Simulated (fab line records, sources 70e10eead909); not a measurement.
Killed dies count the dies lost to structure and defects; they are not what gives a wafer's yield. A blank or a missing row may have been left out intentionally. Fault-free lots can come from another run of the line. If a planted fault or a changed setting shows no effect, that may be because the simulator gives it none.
Which of the tools did it? :: flow nandHarc :: 36 wafers from 12 lots sampled at 2 of the route's 1302 steps

WHAT EACH GAUGE READ, for each wafer
NHARC_P_BONDPAD_INSPECT_23.
lot: L075
measured: day 7 01:47
on: defectInspect-01
rawDefectCount: 237 291 307

lot: L077
measured: day 7 22:28
on: defectInspect-02
rawDefectCount: 275 239 324

lot: L079
measured: day 8 21:57
on: defectInspect-01
rawDefectCount: 253 304 279

lot: L081
measured: day 9 21:01
on: defectInspect-02
rawDefectCount: 705 323 487

lot: L083
measured: day 10 11:07
on: defectInspect-02
rawDefectCount: 161 205 232

lot: L085
measured: day 11 12:29
on: defectInspect-02
rawDefectCount: 417 421 489

lot: L087
measured: day 11 22:26
on: defectInspect-02
rawDefectCount: 225 369 546

lot: L089
measured: day 12 22:45
on: defectInspect-02
rawDefectCount: 270 265 186

lot: L091
measured: day 14 02:47
on: defectInspect-02
rawDefectCount: 498 624 322

lot: L093
measured: day 14 17:08
on: defectInspect-02
rawDefectCount: 435 395 386

lot: L095
measured: day 15 14:05
on: defectInspect-01
rawDefectCount: 463 431 444

lot: L097
measured: day 16 08:22
on: defectInspect-01
rawDefectCount: 234 300 268

WHICH TOOL RAN EACH LOT (tool, then ch and the chambers of the sampled wafers, then the start)
lot: L075
NHARC_P_BONDPAD_ETCH_12: rieDiel-01 ch 1,2,3, day 7 01:47 or earlier

lot: L077
NHARC_P_BONDPAD_ETCH_12: rieDiel-01 ch 1,2,3, day 7 22:28 or earlier

lot: L079
NHARC_P_BONDPAD_ETCH_12: rieDiel-03 ch 2,3, day 8 21:57 or earlier

lot: L081
NHARC_P_BONDPAD_ETCH_12: rieDiel-08 ch 0,1,3, day 9 21:01 or earlier

lot: L083
NHARC_P_BONDPAD_ETCH_12: rieDiel-01 ch 0,2,3, day 10 11:07 or earlier

lot: L085
NHARC_P_BONDPAD_ETCH_12: rieDiel-01 ch 2,3, day 11 12:29 or earlier

lot: L087
NHARC_P_BONDPAD_ETCH_12: rieDiel-01 ch 0,1,2, day 11 22:26 or earlier

lot: L089
NHARC_P_BONDPAD_ETCH_12: rieDiel-01 ch 0,1,2, day 12 22:45 or earlier

lot: L091
NHARC_P_BONDPAD_ETCH_12: rieDiel-01 ch 1,2,3, day 14 02:47 or earlier

lot: L093
NHARC_P_BONDPAD_ETCH_12: rieDiel-01 ch 1,2,3, day 14 17:08 or earlier

lot: L095
NHARC_P_BONDPAD_ETCH_12: rieDiel-08 ch 0,2,3, day 15 14:05 or earlier

lot: L097
NHARC_P_BONDPAD_ETCH_12: rieDiel-08 ch 0,2,3, day 16 08:22 or earlier
- NHARC_P_BONDPAD_ETCH_12: etches the open film in CHF3/O2, target depth 200 nm, time 100 s.

THE ANSWER, worked out from the rows above alone
Rule: usual is defined by the lots themselves. Put in order of their means at a reading, lots are off if they are a third of the lots or fewer, leave a main group of 4 or more, and stand apart from it by a gap of 3 or more times the standard deviation of the main group's means; of several such gaps the widest counts. If all means in a main group match to the digits the tables above print for the reading, that group is not used. A lot without any number at a reading at which 4 lots or more have one is off too. The other lots that the step has rows for count as sound.
No lot is off on any of the readings shown, so nothing can be concluded from this.

WHAT THE SIMULATOR PUT IN
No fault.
